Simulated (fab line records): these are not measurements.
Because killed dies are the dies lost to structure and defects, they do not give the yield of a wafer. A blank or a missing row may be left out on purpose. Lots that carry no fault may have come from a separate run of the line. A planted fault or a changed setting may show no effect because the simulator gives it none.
Chamber matching ; flow n5_finfet ; ald_metal-02 running N5_BEOL_M7_ALD_77: 4 sister chambers
The step deposits TaN, target thk 2 nm, pulse time 2 s, purge time 3 s. 4 wafers are shown with their chamber, then 8 later ones without.

WAFERS, EACH WITH ITS CHAMBER
wafer;chamber;heater_power_w (W)
L083.1;3;360
L088.1;1;439
L088.4;0;340
L094.1;2;435

WAFERS MISSING THEIR CHAMBER
wafer;heater_power_w (W)
L094.5;424
L094.6;356
L095.3;435
L095.4;444
L095.6;344
L097.1;431
L097.3;448
L097.5;365

CHAMBER TAKEN BY EACH
wafer;from the rows above;in truth
L094.5;can't be placed: 2 or 1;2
L094.6;can't be placed: 3 or 0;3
L095.3;can't be placed: 2 or 1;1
L095.4;can't be placed: 1 or 2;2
L095.6;can't be placed: 0 or 3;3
L097.1;can't be placed: 2 or 1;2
L097.3;can't be placed: 1 or 2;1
L097.5;3;3
Correctly placed: 1 of 8. Not placeable from these rows: 7 (in 7, the candidates include the true chamber). Number placed wrongly: 0.
How it was worked out, from the rows above alone: a wafer's distance from a chamber is the root of the sum, over the readings, of the square of ((its reading less the chamber's mean) divided by the reading's scatter). If the next closest chamber is less than 2 further off than the closest, the wafer can't be placed; otherwise it belongs to the closest. Each chamber's mean is taken over the wafers shown for it. The scatter (one wafer shown for each chamber): square how far every hidden wafer sits from the nearest shown wafer, average those squares and take the square root.
